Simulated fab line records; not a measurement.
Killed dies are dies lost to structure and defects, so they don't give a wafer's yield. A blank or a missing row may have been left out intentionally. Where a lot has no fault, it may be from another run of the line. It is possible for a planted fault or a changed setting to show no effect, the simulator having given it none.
fab line records | flow n5-finfet
record: lots: 6 wafers: 18 last-day: 17
route steps=1938 shown GATE_CUT@498 BEOL_M4@1111
lots that met no fault: from a run of the same line without faults
start-h: the number of hours between the record's first day and the start of the first shown wafer of the lot | wait-h: how many hours have passed since the lot's step before this one | " the same as in the row above | L1.1+2: a row that stands for several wafers | - no value, or no start given | * or withheld: withheld | < > ~ a bound
route shown NAME@n: a module of which the file shows steps, and the number in the route of the first | usual: average and standard deviation across the fault-free wafers | same: alike in all rows | chamber/n: place in a boat | sites: readings site by site | _std_site: their standard deviation | _edge_site: outer sites' mean less inner sites' | radius-mm: how far each site lies from the wafer's centre | mask NAME#n: copy n | behind: the last tool/chamber to shape the wafer | hold: why the lot was held/for how many hours/how that ended | device: whichever transistor did not switch (one of n, p or np) | end of line: at the end of the route, the tests of the same wafers | a step without rows: its recipe alone | killed: dies that structure and defects cost at the first sort, which is not the same as the wafer's yield | map: dies across one wafer; x = killed, . = not, _ = none there
set.NAME: the setting that was run; set.NAME@STEP: the one run at that earlier step | model.NAME: the simulator's own value behind a step, which no gauge read
lots at some steps of the route; a table a step, a row a wafer
services: when a tool's chamber went out of use (start-h, in hours from the record's first day, below 0 if earlier), for how many hours, and the reason
== steps ==
step: N5_GATE_CUT_STRIP_42
recipe: chemistry: O2 power-w: 400 temp-c: 40 pressure-mtorr: 30 rf-frequency-hz: 6e+07 bias-power-w: 0 overash-fraction: 0.3 o2-flow-sccm: 225
usual: drypump-motor-current-A: 5.7/0.5 oes-product-au: 0.80/0.089 rf-vpp-V: 3.7/0.47 showerhead-plenum-p-Torr: 2.11/0.078 throttle-valve-pct: 16.70/0.22
same: overash-fraction: 0.3
columns lot.wafer tool chamber start-h wait-h drypump-motor-current-A oes-product-au rf-hours-counter-h rf-vpp-V showerhead-plenum-p-Torr throttle-valve-pct
L866.3 rie-diel-05 2 121.62 0.0 5.3 0.75 158 4.1 2.09 16.96
L866.4 " 3 " " 5.7 0.68 234 4.9 1.98 16.93
L866.5 " 3 " " 5.8 0.68 - 3.0 1.98 16.93
L868.1 rie-diel-06 3 143.67 0.0 6.5 0.84 68 3.2 2.05 16.65
L868.2 " 1 " " 5.5 0.75 170 4.5 2.00 16.60
L868.6 " 1 " " 5.5 0.74 - 4.1 2.00 16.60
L870.2 rie-diel-06 1 146.15 0.0 5.5 0.74 171 3.4 2.00 16.59
L870.4 " 3 " " 6.5 0.84 69 3.3 2.05 16.68
L870.6 " 1 " " 5.5 0.75 - 3.7 2.00 16.58
L872.1 rie-diel-06 0 163.63 0.0 5.7 0.86 37 4.2 2.13 16.26
L872.3 " 3 " " 6.5 0.84 74 3.3 2.04 16.67
L872.5 " 3 " " 6.5 0.84 - 3.2 2.04 16.68
L874.1 rie-diel-02 0 170.32 0.0 5.1 0.95 10 4.0 2.23 16.74
L874.2 " 1 " " 5.5 0.74 156 3.4 2.19 16.75
L874.6 " 2 " " 5.1 0.80 - 2.9 2.03 16.56
L882.3 rie-diel-06 2 222.74 0.0 6.5 0.77 164 3.8 2.09 16.78
L882.4 " 0 " " 5.7 0.84 54 3.4 2.12 16.29
L882.5 " 1 " " 5.5 0.72 - 3.7 1.99 16.64
step: N5_GATE_CUT_ETCH_19
recipe: chemistry: CH3F/O2 target: SiNx mask-material: SiO2 target-depth-a: 537 time-s: 76.7 pressure-mtorr: 30 source-w: 395 bias-w: 73 Ar_flow_sccm: 150 CH3F_flow_sccm: 30 O2_flow_sccm: 20 ion-energy-ev: 120 ends: cleared
usual: drypump-motor-current-A: 5.7/0.5 etch-rf-on-time-s: 76.9/1.2 oes_ar_750_au: 0.80/0.083 oes_f_703_au: 0.80/0.083 oes-product-au: 0.68/0.075 rf-vpp-V: 295.8/2.4 showerhead-plenum-p-Torr: 2.01/0.073 throttle-valve-pct: 16.38/0.24
columns lot.wafer tool chamber start-h wait-h drypump-motor-current-A etch-rf-on-time-s oes_ar_750_au oes_f_703_au oes-product-au rf-hours-counter-h rf-vpp-V showerhead-plenum-p-Torr throttle-valve-pct
L866.3 rie-diel-05 2 121.66 0.0 5.4 77.4 0.76 0.77 0.64 158 298.3 2.00 16.67
L866.4 " 3 " " 5.7 78.0 0.69 0.69 0.58 234 294.6 1.89 16.61
L866.5 " 3 " " 5.7 77.2 0.69 0.69 0.58 - 292.7 1.89 16.59
L868.1 rie-diel-06 3 143.71 0.0 6.6 77.3 0.85 0.84 0.72 68 293.4 1.94 16.29
L868.2 " 1 " " 5.5 78.4 0.75 0.74 0.63 170 295.7 1.92 16.34
L868.6 " 1 " " 5.5 79.1 0.75 0.73 0.63 - 294.8 1.92 16.33
L870.2 rie-diel-06 1 146.19 0.0 5.5 78.0 0.74 0.74 0.63 171 295.2 1.92 16.36
L870.4 " 3 " " 6.5 76.0 0.85 0.84 0.73 69 294.1 1.94 16.29
L870.6 " 1 " " 5.5 77.7 0.75 0.73 0.63 - 296.6 1.92 16.34
L872.1 rie-diel-06 0 163.67 0.0 5.7 76.3 0.87 0.87 0.74 37 295.9 2.04 15.99
L872.3 " 3 " " 6.6 76.7 0.83 0.84 0.72 74 292.4 1.94 16.31
L872.5 " 3 " " 6.5 76.6 0.84 0.83 0.71 - 292.8 1.94 16.29
L874.1 rie-diel-02 0 170.36 0.0 5.1 75.6 0.94 0.95 0.80 10 293.9 2.13 16.47
L874.2 " 1 " " 5.6 78.4 0.75 0.75 0.63 156 294.2 2.07 16.38
L874.6 " 2 " " 5.1 77.6 0.81 0.80 0.68 - 294.0 1.94 16.23
L882.3 rie-diel-06 2 222.78 0.0 6.5 77.2 0.76 0.76 0.65 164 298.5 2.00 16.52
L882.4 " 0 " " 5.7 76.0 0.84 0.84 0.73 54 294.8 2.03 16.04
L882.5 " 1 " " 5.5 77.8 0.73 0.72 0.62 - 296.8 1.91 16.39
step: N5_GATE_CUT_CUT_ETCH_53
recipe: chemistry: SF6/Cl2 target: W mask-material: SiO2 target-depth-a: 792 pressure-mtorr: 8 icp-w: 900 bias-w: 80 SF6_flow_sccm: 40 Cl2_flow_sccm: 60 ends: cleared
step: N5_GATE_CUT_CUT_ETCH_54
recipe: chemistry: Cl2/BCl3 target: TiN mask-material: SiO2 target-depth-a: 967 pressure-mtorr: 10 icp-w: 1000 bias-w: 126 Cl2_flow_sccm: 53.25 bcl3-flow-sccm: 21.75 Ar_flow_sccm: 25 ends: cleared
step: N5_GATE_CUT_CUT_ETCH_55
recipe: chemistry: BCl3 target: HfO2 mask-material: SiO2 target-depth-a: 32 ion-energy-ev: 30 pressure-mtorr: 5 icp-w: 450 bias-w: 18 bcl3-flow-sccm: 80
step: N5_GATE_CUT_ETCH_47
recipe: chemistry: Cl2/BCl3 target: SiO2 target-depth-a: 100 pressure-mtorr: 10 icp-w: 1000 bias-w: 126 Cl2_flow_sccm: 53.25 bcl3-flow-sccm: 21.75 Ar_flow_sccm: 25
step: N5_GATE_CUT_VAPOR_ETCH_48
recipe: chemistry: BCl3/Cl2 target: TiN mode: isotropic
step: N5_GATE_CUT_VAPOR_ETCH_49
recipe: chemistry: BCl3/Cl2 target: TiAlC mode: isotropic
usual: drypump-motor-current-A: 5.8/0.4 oes-product-au: 0.73/0.11
columns lot.wafer tool chamber start-h wait-h drypump-motor-current-A oes-product-au
L866.3 rie-metal-01 1 121.99 0.0 5.3 0.62
L866.4 " 0 " " 5.5 0.70
L866.5 " 1 " " 5.3 0.63
L868.1 rie-metal-02 0 144.03 0.0 5.7 0.71
L868.2 " 1 " " 6.3 0.89
L868.6 " 0 " " 5.7 0.71
L870.2 rie-metal-01 0 146.50 0.0 5.4 0.70
L870.4 " 0 " " 5.4 0.69
L870.6 " 1 " " 5.3 0.61
L872.1 rie-metal-02 0 163.99 0.0 5.7 0.71
L872.3 " 0 " " 5.7 0.71
L872.5 " 0 " " 5.7 0.70
L874.1 rie-metal-02 0 170.67 0.0 5.8 0.70
L874.2 " 1 " " 6.3 0.87
L874.6 " 1 " " 6.2 0.87
L882.3 rie-metal-01 1 223.11 0.0 5.3 0.60
L882.4 " 0 " " 5.4 0.68
L882.5 " 1 " " 5.3 0.60
step: N5_GATE_CUT_VAPOR_ETCH_51
recipe: chemistry: BCl3/Cl2 target: HfO2 mode: isotropic
usual: drypump-motor-current-A: 5.8/0.4 oes-product-au: 0.73/0.11
columns lot.wafer tool chamber start-h wait-h drypump-motor-current-A oes-product-au
L866.3 rie-metal-01 1 122.02 0.0 5.3 0.62
L866.4 " 0 " " 5.4 0.70
L866.5 " 1 " " 5.3 0.62
L868.1 rie-metal-02 0 144.06 0.0 5.7 0.70
L868.2 " 1 " " 6.3 0.88
L868.6 " 0 " " 5.7 0.70
L870.2 rie-metal-01 0 146.53 0.0 5.4 0.70
L870.4 " 0 " " 5.4 0.70
L870.6 " 1 " " 5.3 0.62
L872.1 rie-metal-02 0 164.02 0.0 5.8 0.70
L872.3 " 0 " " 5.7 0.71
L872.5 " 0 " " 5.8 0.71
L874.1 rie-metal-02 0 170.70 0.0 5.7 0.70
L874.2 " 1 " " 6.3 0.87
L874.6 " 1 " " 6.3 0.87
L882.3 rie-metal-01 1 223.14 0.0 5.3 0.61
L882.4 " 0 " " 5.5 0.69
L882.5 " 1 " " 5.3 0.62
step: N5_GATE_CUT_STRIP_21
recipe: chemistry: N2/H2 time-s: 30 power-w: 1000 temp-c: 250 pressure-mtorr: withheld n2-flow-sccm: 1750 h2-flow-sccm: 3250
usual: drypump-motor-current-A: 5.83/0.057 heater-power-w: 356/39
columns lot.wafer tool chamber start-h wait-h drypump-motor-current-A heater-power-w rf-hours-counter-h
L866.3 plasma-asher-01 1 122.08 0.1 5.87 305 -
L866.4 " 0 " " 5.84 365 -
L866.5 " 0 " " 5.83 360 -
L868.1 plasma-asher-02 0 144.11 0.0 5.87 400 49
L868.2 " 1 " " 5.79 333 49
L868.6 " 1 " " 5.79 328 -
L870.2 plasma-asher-01 1 146.59 0.0 5.87 299 100
L870.4 " 0 " " 5.83 350 -
L870.6 " 1 " " 5.89 310 -
L872.1 plasma-asher-02 0 164.07 0.0 5.91 405 54
L872.3 " 1 " " 5.77 332 -
L872.5 " 0 " " 5.94 408 -
L874.1 plasma-asher-01 1 170.76 0.0 5.86 308 104
L874.2 " 0 " " 5.83 356 104
L874.6 " 0 " " 5.84 361 -
L882.3 plasma-asher-01 0 223.20 0.1 5.85 354 -
L882.4 " 1 " " 5.81 309 -
L882.5 " 1 " " 5.85 302 -
step: N5_GATE_CUT_STRIP_29
recipe: chemistry: post-etch-residue-remover time-s: 60 temp-c: 25 remover-ph: withheld remover-water-wt-pct: withheld remover-fluoride-wt-pct: withheld
step: N5_GATE_CUT_SRD_52
recipe: dry: ipa-marangoni time-s: 30 temp-c: 23 rinse-liquid: diw
step: N5_GATE_CUT_ALD_22
recipe: material: SiNx target-thk-a: 160 temp-c: 400 ald-precursor-family: SiH2I2 ald-co-reactant: N2/H2-plasma pulse-time-s: 1 ald-cycles: 320 purge-time-s: 2 co-reactant-purge-time-s: 2 pressure-torr: 2
usual: ald-cycles: 320/0 chamber-pressure-Torr: 2.000/0.0047 heater-power-w: 831/79 precursor-pulse-height-rel: 1.000/0.02
same: co-reactant-purge-time-s: 2
columns lot.wafer tool chamber start-h wait-h ald-cycles chamber-pressure-Torr heater-power-w precursor-pulse-height-rel model.SiNx_of_GATE_CUT_ALD_22.thk-nm
L866.3 ald-sin-03 2 122.22 0.0 320 1.999 860 0.973 16
L866.4 " 0 " " 320 2.002 794 0.989 16
L866.5 " 0 " " 320 1.997 780 0.995 16
L868.1 ald-sin-01 3 144.67 0.4 320 1.998 808 0.987 16
L868.2 " 1 " " 320 2.000 879 1.006 16
L868.6 " 3 " " 320 2.004 803 0.993 16
L870.2 ald-sin-04 2 146.74 0.0 320 1.998 878 1.000 16.2
L870.4 " 3 " " 320 2.004 712 1.014 16
L870.6 " 0 " " 320 2.005 910 1.045 16
L872.1 ald-sin-04 0 164.23 0.0 385 2.002 902 0.979 19.2
L872.3 " 3 " " 385 1.990 721 0.997 19.2
L872.5 " 2 " " 385 1.994 841 1.000 19.2
L874.1 ald-sin-04 3 171.39 0.5 385 2.002 702 1.004 19.4
L874.2 " 0 " " 385 1.998 887 0.979 19.4
L874.6 " 3 " " 385 2.004 717 1.006 19.4
L882.3 ald-sin-03 2 223.34 0.0 320 2.002 838 1.023 16
L882.4 " 3 " " 320 1.997 798 0.973 16
L882.5 " 2 " " 320 1.990 862 0.999 16
step: N5_GATE_CUT_CMP_23
recipe: stop-on: SiO2 t-overpolish-s: 23.4 post-cmp-clean: alkaline-brush down-force-psi: 2.5 platen-rpm: 51.8 pad-velocity-m-s: 1.0307 target-thk-nm: 16
usual: motor-current-A: 9.3/1 platen-rpm: 51.80/0.035 time-to-endpoint-s: 19.3/1.9
columns lot.wafer tool chamber start-h wait-h motor-current-A platen-rpm time-to-endpoint-s model.SiNx_of_GATE_CUT_ALD_22.thk-nm
L866.3 cmp-01 2 123.78 0.8 10.1 51.77 20.0 16
L866.4 " 3 " " 9.4 51.86 20.4 16
L866.5 " 1 " " 10.1 51.83 22.1 16
L868.1 cmp-04 2 146.16 0.8 8.2 51.80 17.7 16
L868.2 " 1 " " 10.3 51.80 20.4 16
L868.6 " 3 " " 9.3 51.79 18.1 16
L870.2 cmp-01 1 148.27 0.8 10.2 51.81 21.0 16.2
L870.4 " 3 " " 9.2 51.83 20.3 16
L870.6 " 1 " " 10.4 51.80 18.0 16
L872.3 cmp-01 0 165.76 0.8 9.5 51.74 26.8 16.2
L872.1 " 2 " " 10.2 51.80 26.3 15.8
L872.5 " 3 " " 9.2 51.83 24.6 17.8
L874.2 cmp-02 2 172.92 0.8 7.7 51.83 24.7 18
L874.1 " 0 " " 8.3 51.76 19.8 14.8
L874.6 " 1 " " 9.4 51.78 21.1 17.4
L882.4 cmp-02 0 224.83 0.8 8.6 51.87 18.9 16
L882.3 " 3 " " 11.0 51.86 16.5 16
L882.5 " 1 " " 8.8 51.85 17.3 16
step: N5_GATE_CUT_THK_MEAS_24
recipe: reads: SiO2_of_GATE_CUT_HM_DEP_46+SiO2_flowable_of_ILD0_FCVD_FILL_01
usual: GC_FILL_THK: 219.4/2
columns lot.wafer tool chamber start-h wait-h GC_FILL_THK[nm]
L866.3 film-metro-02 - 124.00 - 217.5
L866.4 " - " " 219.4
L866.5 " - " " 220.8
L868.1 film-metro-01 - 146.45 - 217.4
L868.2 " - " " 219.2
L868.6 " - " " 221.1
L870.2 film-metro-01 - 148.52 - 220.9
L870.4 " - " " 220.3
L870.6 " - " " 221.6
L872.1 film-metro-01 - 166.01 - 220.3
L872.3 " - " " 219.9
L872.5 " - " " 219.4
L874.1 film-metro-02 - 173.18 - 217.5
L874.2 " - " " 218.2
L874.6 " - " " 220.0
L882.3 film-metro-02 - 225.12 - 217.2
L882.4 " - " " 219.6
L882.5 " - " " 220.1
step: N5_BEOL_M4_RC_MEAS_101
usual: DIBL_N: 36.3/1.2 DIBL_P: 36.7/1.5 IOFF_N: 0.164/0.02 IOFF_P: 0.214/0.024 ION_N: 673/8.5 ION_P: 461/5.9 SS_N: 71.6/0.44 SS_P: 73.3/0.55 VT_N: 249.4/2.4 VT_P: -250.0/2.3
columns lot.wafer tool chamber start-h wait-h DIBL_N[mV/V] DIBL_P[mV/V] IOFF_N[nA/um] IOFF_P[nA/um] ION_N[uA/um] ION_P[uA/um] SS_N[mV/dec] SS_P[mV/dec] VT_N[mV] VT_P[mV]
L866.3 prober-01 0 203.97 0.3 36.2 36.6 0.152 0.224 671 470 71.6 73.2 250.0 -247.6
L866.4 " 0 " " 36.2 35.8 0.153 0.211 678 462 70.7 73.6 248.5 -249.2
L866.5 " 0 " " 36.8 36.6 0.164 0.228 670 464 71.2 73.3 248.7 -245.8
L870.2 prober-01 0 230.68 0.2 35.4 35.1 0.156 0.194 667 460 71.5 73.0 250.2 -248.9
L870.4 " 0 " " 37.1 37.1 0.197 0.226 686 462 72.0 73.9 243.9 -252.1
L870.6 " 0 " " 36.7 36.9 0.187 0.221 678 467 71.8 73.5 245.8 -250.5
L868.1 prober-01 0 233.70 0.0 35.2 36.6 0.156 0.211 676 465 70.9 72.7 247.4 -249.8
L868.2 " 0 " " 35.7 36.8 0.159 0.204 677 457 71.3 73.1 248.4 -252.8
L868.6 " 0 " " 35.8 37.0 0.169 0.213 676 459 71.2 72.8 249.8 -250.5
L872.1 prober-02 0 247.75 0.0 37.7 36.2 0.166 0.207 667 461 72.1 73.8 248.4 -253.3
L872.3 " 0 " " 38.3 36.9 0.179 0.223 673 457 71.8 74.3 248.9 -247.9
L872.5 " 0 " " 38.0 37.0 0.183 0.222 672 457 71.5 73.8 249.3 -252.9
L874.1 prober-01 0 253.74 0.0 37.5 37.5 0.181 0.254 683 468 71.5 74.0 249.3 -248.8
L874.2 " 0 " " 36.3 35.7 0.156 0.210 676 464 71.6 72.7 251.2 -250.6
L874.6 " 0 " " 35.3 34.9 0.148 0.198 665 457 71.4 72.8 251.6 -251.7
L882.3 prober-02 0 303.10 0.3 37.8 37.9 0.176 0.228 681 468 71.1 72.6 248.3 -247.1
L882.4 " 0 " " 37.9 38.0 0.180 0.226 679 464 72.1 73.4 246.9 -251.0
L882.5 " 0 " " 38.6 39.1 0.198 0.242 687 467 72.2 73.1 246.9 -250.7
== services ==
columns tool chamber start-h hours kind
rie-metal-02 - 101.95 14.6 pm
rie-diel-06 1 113.05 1.8 repair
rie-diel-02 2 113.09 5.5 repair
ald-sin-04 2 114.10 2.2 repair
ald-sin-03 - 114.28 0.5 repair
rie-diel-02 3 114.85 2.7 repair
ald-sin-03 - 132.48 2.8 pm
rie-diel-05 0 134.07 5.7 repair
ald-sin-04 - 136.39 2.8 pm
cmp-02 - 142.18 7.5 pm
cmp-02 - 153.77 4.0 pm
ald-sin-01 - 159.36 2.8 pm
ald-sin-01 - 163.98 6.0 pm
cmp-04 - 166.09 6.3 pm
ald-sin-03 - 166.32 13.6 repair
cmp-04 - 174.50 1.8 repair
ald-sin-04 - 177.00 14.0 pm
ald-sin-04 0 177.00 14.0 vent-cycle
ald-sin-04 1 177.00 14.0 vent-cycle
ald-sin-03 - 179.96 6.0 pm
rie-diel-02 2 187.47 42.2 repair
rie-metal-02 - 190.48 2.7 repair
rie-diel-05 - 197.43 0.5 repair
cmp-04 - 212.57 4.0 pm
== key ==
first-sign: step: N5_GATE_CUT_ALD_22 reading: ald-cycles direction: up sigmas: 99+ usual: * struck: *
effect none on later readings
model-effect: step: N5_GATE_CUT_ALD_22 value: SiNx_of_GATE_CUT_ALD_22.thk-nm without: 16.03 struck: 19.3
model-effect: step: N5_GATE_CUT_CMP_23 value: SiNx_of_GATE_CUT_ALD_22.thk-nm without: 16.03 struck: 16.67
met-at N5_GATE_CUT_ALD_22
struck-wafers L872.1,L872.3,L872.5,L874.1,L874.2,L874.6
onset-between 146.74 164.23
fault: kind: process-parameter-drift tool: ald-sin-04 chamber: - onset-h: 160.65 steps: N5_GATE_CUT_ALD_22 channel: ald-cycles offset: * shape: step end-h: 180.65 acts-in: * stated: *
